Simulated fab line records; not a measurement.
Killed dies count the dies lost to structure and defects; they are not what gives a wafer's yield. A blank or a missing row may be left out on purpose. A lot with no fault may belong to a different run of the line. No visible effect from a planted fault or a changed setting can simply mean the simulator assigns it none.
Which of the tools did it?	flow nand_harc	Sampling: 12 lots, 36 wafers, 6 of 1302 route steps

WHAT THE GAUGES READ, wafer by wafer
NHARC_A_CHANNEL_HOLE_D2_CD_MEAS_10: target cd 100 nm. Usual: cd_nm at 99.5 nm, with a standard deviation of 0.64.
lot	measured	on	cd_nm (nm)	flag
L677	day 13 23:18	cd_sem-01	98.9 100.2 99.1	
L678	day 14 01:13	cd_sem-01	99.0 99.2 98.7	
L681	day 15 00:20	cd_sem-03	99.8 99.1 99.2	
L682	day 15 13:22	cd_sem-02	99.0 100.6 99.6	
L683	day 16 13:49	cd_sem-02	99.7 98.9 100.0	
L684	day 16 15:11	cd_sem-02	99.0 98.1 98.7	
L685	day 17 05:50	cd_sem-01	100.8 100.1 99.7	
L687	day 17 13:50	cd_sem-03	100.4 99.8 99.8	
L688	day 18 02:56	cd_sem-01	99.1 99.5 99.9	
L691	day 19 07:01	cd_sem-01	100.3 99.8 99.6	
L698	day 22 08:17	cd_sem-02	98.8 99.0 98.3	
L699	day 23 12:17	cd_sem-02	99.5 99.9 99.2	

NHARC_A_CHANNEL_HOLE_D2_INSPECT_12. Usual: raw_defect_count at 25, with a standard deviation of 21.
lot	measured	on	raw_defect_count	flag
L677	day 13 23:26	defect_inspect-02	5 6 10	
L678	day 14 01:21	defect_inspect-01	58 54 54	
L681	day 15 00:28	defect_inspect-01	14 4 8	
L682	day 15 13:31	defect_inspect-02	6 6 9	
L683	day 16 13:56	defect_inspect-02	8 12 8	
L684	day 16 15:19	defect_inspect-02	51 59 58	
L685	day 17 05:58	defect_inspect-01	11 10 14	
L687	day 17 13:58	defect_inspect-02	50 46 51	
L688	day 18 03:04	defect_inspect-02	10 15 13	
L691	day 19 07:08	defect_inspect-01	13 18 13	
L698	day 22 08:24	defect_inspect-02	33 29 29	
L699	day 23 12:25	defect_inspect-01	7 3 5	

NHARC_A_CHANNEL_HOLE_D2_INSPECT_40. Usual: raw_defect_count at 290, with a standard deviation of 84.
lot	measured	on	raw_defect_count	flag
L677	day 14 06:22	defect_inspect-02	230 266 265	
L678	day 14 08:22	defect_inspect-01	332 452 293	
L681	day 15 07:29	defect_inspect-01	339 279 202	
L682	day 15 20:29	defect_inspect-01	230 536 420	
L683	day 16 20:55	defect_inspect-02	376 283 296	
L684	day 17 00:14	defect_inspect-02	245 292 332	
L685	day 17 16:29	defect_inspect-02	295 570 317	
L687	day 17 21:16	defect_inspect-01	706 759 660	OFF
L688	day 18 10:00	defect_inspect-02	753 788 680	OFF
L691	day 19 14:04	defect_inspect-01	256 348 310	
L698	day 22 16:23	defect_inspect-02	245 285 281	
L699	day 23 22:48	defect_inspect-02	230 208 284	

NHARC_END_SORT_01. Usual: killed_at_array 56, standard deviation 17; killed_at_other 1.2, standard deviation 1.4; killed_at_periphery 4, standard deviation 3.2; killed_dies 61, standard deviation 16; killed_open 3.6, standard deviation 2.1; killed_short 2.7, standard deviation 1.8.
lot	measured	on	killed_at_array	killed_at_other	killed_at_periphery	killed_dies	killed_open	killed_short	flag
L687	day 29 12:08	prober-01	119 105 122	0 2 0	4 3 2	123 110 124	5 1 4	3 3 2	OFF
L688	day 30 10:35	prober-02	120 68 102	0 1 0	6 3 3	126 72 105	3 3 7	6 1 2	

WHICH TOOL RAN EACH LOT (tool, then ch and the chambers of the sampled wafers, then the start)
lot	NHARC_A_CHANNEL_HOLE_D2_ETCH_39	NHARC_A_CHANNEL_HOLE_D2_ETCH_20
L677	rie_diel-10 ch 0,2,3, day 13 23:41	har_etch-02 ch 0,1, day 14 00:47
L678	rie_diel-10 ch 0,1,3, day 14 01:35	har_etch-01 ch 0,1, day 14 02:46
L681	rie_diel-10 ch 0,2,3, day 15 00:41	har_etch-01 ch 0,1, day 15 01:57
L682	rie_diel-06 ch 0,2,3, day 15 13:44	har_etch-02 ch 0,1, day 15 14:55
L683	rie_diel-06 ch 0,3, day 16 14:11	har_etch-02 ch 0,1, day 16 15:26
L684	rie_diel-10 ch 1,2,3, day 16 15:33	har_etch-01 ch 0,1, day 16 18:38
L685	rie_diel-06 ch 1,2, day 17 06:11	har_etch-01 ch 0,1, day 17 11:01
L687	rie_diel-06 ch 0,2,3, day 17 14:16	har_etch-01 ch 0,1, day 17 15:35
L688	rie_diel-06 ch 1,2,3, day 18 03:19	har_etch-02 ch 0,1, day 18 04:25
L691	rie_diel-10 ch 0,2,3, day 19 07:26	har_etch-02 ch 0, day 19 08:33
L698	rie_diel-06 ch 1,2,3, day 22 08:38	har_etch-02 ch 0,1, day 22 10:47
L699	rie_diel-06 ch 0,2,3, day 23 12:40	har_etch-02 ch 0,1, day 23 17:16
- NHARC_A_CHANNEL_HOLE_D2_ETCH_39: etches the open film in N2/H2, target depth 260 nm, time 325 s.
- NHARC_A_CHANNEL_HOLE_D2_ETCH_20: etches the open film in C4F8/O2/Ar, time 361.9 s, target depth 1600 nm.

WHAT THE TOOLS THEMSELVES READ (means of the sampled wafers that have a number; where no wafer has one, the mark that the record gives instead)
NHARC_A_CHANNEL_HOLE_D2_ETCH_39. Usual: drypump_motor_current_A 5.5 A, standard deviation 0.48; oes_product_au 1.002 a.u., standard deviation 0.013; rf_vpp_V 430.7 V, standard deviation 2.3; showerhead_plenum_p_Torr 2.05 Torr, standard deviation 0.075; throttle_valve_pct 14.171 %, standard deviation 0.0091.
lot	tool	drypump_motor_current_A (A)	oes_product_au (a.u.)	rf_vpp_V (V)	showerhead_plenum_p_Torr (Torr)	throttle_valve_pct (%)	flag
L677	rie_diel-10	5.2	1.014	429.2	2.03	14.171	
L678	rie_diel-10	5.1	1.001	429.6	2.00	14.180	
L681	rie_diel-10	5.2	1.018	430.3	2.03	14.167	
L682	rie_diel-06	5.4	1.002	430.6	2.06	14.172	
L683	rie_diel-06	5.4	0.995	431.0	2.08	14.165	
L684	rie_diel-10	5.1	1.009	430.6	2.07	14.168	
L685	rie_diel-06	5.2	0.998	432.1	2.08	14.175	
L687	rie_diel-06	5.4	0.998	431.4	2.06	14.167	
L688	rie_diel-06	5.3	1.000	432.2	2.09	14.173	
L691	rie_diel-10	5.2	1.001	430.0	2.03	14.167	
L698	rie_diel-06	5.3	0.997	432.0	2.08	14.164	
L699	rie_diel-06	5.4	0.991	431.3	2.05	14.178	

NHARC_A_CHANNEL_HOLE_D2_ETCH_20. Usual: drypump_motor_current_A 5.1 A, standard deviation 0.49; showerhead_plenum_p_Torr 3.66 Torr, standard deviation 0.04; throttle_valve_pct 32.154 %, standard deviation 0.01.
lot	tool	drypump_motor_current_A (A)	showerhead_plenum_p_Torr (Torr)	throttle_valve_pct (%)	flag
L677	har_etch-02	5.0	3.70	32.151	
L678	har_etch-01	5.5	3.69	32.161	
L681	har_etch-01	5.1	3.68	32.163	
L682	har_etch-02	5.0	3.69	32.152	
L683	har_etch-02	5.0	3.68	32.159	
L684	har_etch-01	5.5	3.67	32.162	
L685	har_etch-01	5.6	3.66	32.159	
L687	har_etch-01	5.1	3.66	32.152	
L688	har_etch-02	5.0	3.68	32.151	
L691	har_etch-02	4.7	3.60	32.163	
L698	har_etch-02	5.0	3.64	32.154	
L699	har_etch-02	5.0	3.64	32.164	

THE ANSWER, worked out from the rows above alone
Rule: a lot is off if the mean of its wafers that have a number lies more than 3 standard deviations from the usual mean. Also off: a lot with no number at a reading for which 4 or more lots have one. Any other lot the step has rows for is counted as sound. First the gauges in route order, then the tools' own readings, where a lot's mean is used as printed above. At the first step where some lot is off, the reading lying furthest off is the one used; lots without a number count as furthest.
Off: L687, L688 (NHARC_A_CHANNEL_HOLE_D2_INSPECT_40, raw_defect_count).
If a tool, at a process step before that reading, ran all the lots that are off and no sound lot after the first of them, it fits. Gauges at NHARC_A_CHANNEL_HOLE_D2_INSPECT_40: tried the same way as those tools. No candidate that was tried fits.

WHAT THE SIMULATOR HAD PUT IN
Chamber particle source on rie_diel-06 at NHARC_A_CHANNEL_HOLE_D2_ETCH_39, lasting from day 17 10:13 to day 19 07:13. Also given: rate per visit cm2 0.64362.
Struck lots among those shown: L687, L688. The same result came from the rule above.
